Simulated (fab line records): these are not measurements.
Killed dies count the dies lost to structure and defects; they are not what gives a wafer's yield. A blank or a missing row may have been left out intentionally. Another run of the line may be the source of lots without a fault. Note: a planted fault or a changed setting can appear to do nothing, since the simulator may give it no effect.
Chamber matching    flow n5_finfet    N5_BEOL_M5_ETCH_68 on rie_diel-03: 4 sister chambers
The step etches SOC in N2/H2, target depth 80 nm, overetch 16 nm, time 120 s. 8 wafers are shown with their chamber, then 8 later ones without.

WAFERS WITH THEIR CHAMBER
wafer   chamber  drypump_motor_current_A (A)  showerhead_plenum_p_Torr (Torr)
L076.3  1        6.6                          2.52
L079.5  0        6.1                          2.58
L085.1  3        6.5                          2.69
L085.3  0        6.0                          2.57
L085.5  1        6.6                          2.51
L093.5  2        5.8                          2.55
L093.6  3        6.5                          2.68
L092.1  2        5.8                          2.55

WAFERS MISSING THEIR CHAMBER
wafer   drypump_motor_current_A (A)  showerhead_plenum_p_Torr (Torr)
L092.2  6.6                          2.51
L092.5  6.1                          2.57
L094.2  6.5                          2.68
L094.3  5.8                          2.55
L094.6  6.5                          2.68
L096.4  5.8                          2.55
L096.5  6.1                          2.56
L096.6  6.5                          2.68

EACH ONE'S CHAMBER
wafer   from the rows above  in truth
L092.2  1                    1
L092.5  0                    0
L094.2  3                    3
L094.3  2                    2
L094.6  3                    3
L096.4  2                    2
L096.5  0                    0
L096.6  3                    3
8 of 8 placed correctly. Can't be placed from these rows: 0. 0 placed wrongly.
How it was worked out, from the rows above alone: a wafer's distance from a chamber is the root of the sum, over the readings, of the square of ((its reading less the chamber's mean) divided by the reading's scatter). If the next closest chamber is less than 2 further off than the closest, the wafer can't be placed; otherwise it belongs to the closest. The mean given for a chamber averages the wafers shown for that chamber. The scatter is the square root of a quotient: the sum, over the shown wafers, of each reading's squared deviation from its chamber's mean, divided by wafers minus chambers.
